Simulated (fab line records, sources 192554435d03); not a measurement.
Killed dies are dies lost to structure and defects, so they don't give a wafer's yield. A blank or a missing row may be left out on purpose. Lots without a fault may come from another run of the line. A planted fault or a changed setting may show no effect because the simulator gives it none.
Which tool did it? | flow n5_finfet | 24 lots, 72 wafers sampled, at 2 steps of a route of 1938

WHAT THE GAUGES READ, wafer by wafer
N5_MOL_CONTACT_COAG_CD_MEAS_101: target cd 16 nm. Usual: cd_nm 16.0 nm, standard deviation 0.32.
lot  | measured     | on        | cd_nm (nm)     | flag
L076 | day 6 00:19  | cd_sem-03 | 16.4 15.8 16.3 |
L075 | day 6 00:28  | cd_sem-01 | 16.0 16.3 15.4 |
L077 | day 6 07:41  | cd_sem-01 | 15.8 16.5 15.9 |
L078 | day 6 10:47  | cd_sem-03 | 15.3 15.9 15.8 |
L074 | day 6 12:47  | cd_sem-01 | 15.7 15.8 16.1 |
L079 | day 6 13:04  | cd_sem-02 | 16.0 16.1 15.9 |
L080 | day 6 17:11  | cd_sem-03 | 16.8 16.2 15.6 |
L081 | day 6 19:52  | cd_sem-02 | 16.3 16.5 16.0 |
L082 | day 7 05:13  | cd_sem-03 | 16.0 16.1 15.6 |
L083 | day 7 12:26  | cd_sem-01 | 16.0 16.1 15.8 |
L084 | day 7 20:47  | cd_sem-02 | 15.8 15.5 15.8 |
L085 | day 8 00:29  | cd_sem-03 | 15.8 15.9 15.4 |
L086 | day 8 12:03  | cd_sem-01 | 16.2 16.6 16.1 |
L087 | day 8 18:31  | cd_sem-03 | 15.3 16.1 16.1 |
L088 | day 8 20:43  | cd_sem-01 | 16.0 15.9 16.5 |
L090 | day 9 03:50  | cd_sem-01 | 15.8 15.4 15.5 |
L089 | day 9 06:32  | cd_sem-02 | 16.4 15.7 15.8 |
L091 | day 9 16:19  | cd_sem-01 | 16.4 16.0 15.8 |
L092 | day 9 17:06  | cd_sem-02 | 15.4 16.5 15.6 |
L093 | day 9 21:26  | cd_sem-03 | 15.7 15.2 16.4 |
L094 | day 10 06:04 | cd_sem-03 | 16.0 15.5 16.1 |
L095 | day 10 14:49 | cd_sem-03 | 16.0 16.0 16.2 |
L096 | day 10 23:06 | cd_sem-03 | 15.9 15.8 16.1 |
L097 | day 11 06:34 | cd_sem-02 | 15.6 16.5 16.1 |

WHICH TOOL RAN EACH LOT (tool, then ch and the chambers of the sampled wafers, then the start)
lot  | N5_MOL_CONTACT_COAG_ETCH_48
L076 | rie_diel-05 ch 2,3, day 6 00:02
L075 | rie_diel-01 ch 0,1,2, day 6 00:11
L077 | rie_diel-05 ch 0,1,2, day 6 07:20
L078 | rie_diel-05 ch 0,1, day 6 10:29
L074 | rie_diel-03 ch 0,3, day 6 12:30
L079 | rie_diel-05 ch 2,3, day 6 12:47
L080 | rie_diel-05 ch 0,1,3, day 6 16:54
L081 | rie_diel-05 ch 1,2,3, day 6 19:35
L082 | rie_diel-01 ch 0,1,3, day 7 04:55
L083 | rie_diel-05 ch 1,2,3, day 7 12:09
L084 | rie_diel-01 ch 1,3, day 7 20:30
L085 | rie_diel-01 ch 0,1,3, day 8 00:13
L086 | rie_diel-05 ch 2,3, day 8 11:46
L087 | rie_diel-01 ch 0,3, day 8 18:12
L088 | rie_diel-05 ch 0,2, day 8 20:26
L090 | rie_diel-01 ch 0,2, day 9 03:33
L089 | rie_diel-03 ch 0,1,3, day 9 06:16
L091 | rie_diel-01 ch 2,3, day 9 16:02
L092 | rie_diel-05 ch 0,2, day 9 16:49
L093 | rie_diel-03 ch 0,2,3, day 9 21:09
L094 | rie_diel-01 ch 0,1,2, day 10 05:47
L095 | rie_diel-05 ch 0,1,2, day 10 14:32
L096 | rie_diel-05 ch 0,1,2, day 10 22:49
L097 | rie_diel-05 ch 0,2,3, day 11 06:16
- N5_MOL_CONTACT_COAG_ETCH_48: etches SiOC in C4F6/O2, target depth 15 nm, overetch 4.5 nm, time 17 s.

WHAT THE TOOLS THEMSELVES READ (means of the sampled wafers that have a number; where no wafer has one, the mark that the record gives instead)
N5_MOL_CONTACT_COAG_ETCH_48. Usual: C4F6_flow_sccm 9.994 sccm, standard deviation 0.03; drypump_motor_current_A 5.5 A, standard deviation 0.55; oes_product_au 0.67 a.u., standard deviation 0.058; rf_vpp_V 1588 V, standard deviation 36; showerhead_plenum_p_Torr 2.89 Torr, standard deviation 0.1; throttle_valve_pct 40.7 %, standard deviation 0.33.
lot  | tool        | C4F6_flow_sccm (sccm) | drypump_motor_current_A (A) | oes_product_au (a.u.) | rf_vpp_V (V) | showerhead_plenum_p_Torr (Torr) | throttle_valve_pct (%) | flag
L076 | rie_diel-05 | 9.992                 | 5.3                         | 0.73                  | 1613         | 3.02                            | 40.7                   |
L075 | rie_diel-01 | 9.992                 | 5.5                         | 0.67                  | 1607         | 2.91                            | 40.4                   |
L077 | rie_diel-05 | 9.984                 | 5.8                         | 0.73                  | 1564         | 2.85                            | 40.7                   |
L078 | rie_diel-05 | 10.007                | 5.9                         | 0.71                  | 1533         | 2.76                            | 40.7                   |
L074 | rie_diel-03 | 9.968                 | 5.9                         | 0.61                  | 1570         | 2.88                            | 40.9                   |
L079 | rie_diel-05 | 9.971                 | 4.9                         | 0.72                  | 1606         | 3.02                            | 40.8                   |
L080 | rie_diel-05 | 10.023                | 5.5                         | 0.72                  | 1557         | 2.85                            | 40.9                   |
L081 | rie_diel-05 | 10.016                | 5.3                         | 0.72                  | 1582         | 2.93                            | 40.7                   |
L082 | rie_diel-01 | 10.005                | 5.6                         | 0.64                  | 1615         | 2.90                            | 40.5                   |
L083 | rie_diel-05 | 9.987                 | 5.3                         | 0.68                  | 1582         | 2.93                            | 40.7                   |
L084 | rie_diel-01 | 9.982                 | 5.3                         | 0.67                  | 1618         | 2.93                            | 40.6                   |
L085 | rie_diel-01 | 10.002                | 5.6                         | 0.61                  | 1615         | 2.90                            | 40.5                   |
L086 | rie_diel-05 | 9.997                 | 4.9                         | 0.70                  | 1606         | 3.01                            | 40.8                   |
L087 | rie_diel-01 | 10.029                | 5.7                         | 0.61                  | 1621         | 2.92                            | 40.5                   |
L088 | rie_diel-05 | 10.017                | 5.8                         | 0.68                  | 1594         | 2.93                            | 40.7                   |
L090 | rie_diel-01 | 10.007                | 5.4                         | 0.61                  | 1607         | 2.91                            | 40.3                   |
L089 | rie_diel-03 | 9.998                 | 5.7                         | 0.57                  | 1569         | 2.84                            | 40.8                   |
L091 | rie_diel-01 | 10.016                | 5.2                         | 0.58                  | 1618         | 2.94                            | 40.5                   |
L092 | rie_diel-05 | 9.998                 | 6.0                         | 0.68                  | 1568         | 2.85                            | 40.8                   |
L093 | rie_diel-03 | 9.998                 | 5.8                         | 0.60                  | 1584         | 2.84                            | 41.2                   |
L094 | rie_diel-01 | 9.986                 | 5.5                         | 0.67                  | 1606         | 2.89                            | 40.5                   |
L095 | rie_diel-05 | 9.965                 | 5.8                         | 0.69                  | 1563         | 2.84                            | 40.7                   |
L096 | rie_diel-05 | 9.989                 | 5.8                         | 0.69                  | 1564         | 2.84                            | 40.7                   |
L097 | rie_diel-05 | 9.973                 | 5.5                         | 0.68                  | 1587         | 2.92                            | 40.8                   |

THE ANSWER, worked out from the rows above alone
Rule: a lot is off if the mean of its wafers that have a number lies more than 3 standard deviations from the usual mean. A lot without any number at a reading at which 4 lots or more have one is off too. The other lots that the step has rows for count as sound. The gauges are gone through in route order, then the tools' own readings, and for those a lot's mean is taken as printed above. The first step at which some lot is off is used, and at that step the reading that is off furthest; a lot without a number counts as furthest.
No lot is off at any reading shown: from this, nothing can be told.

WHAT THE SIMULATOR HAD PUT IN
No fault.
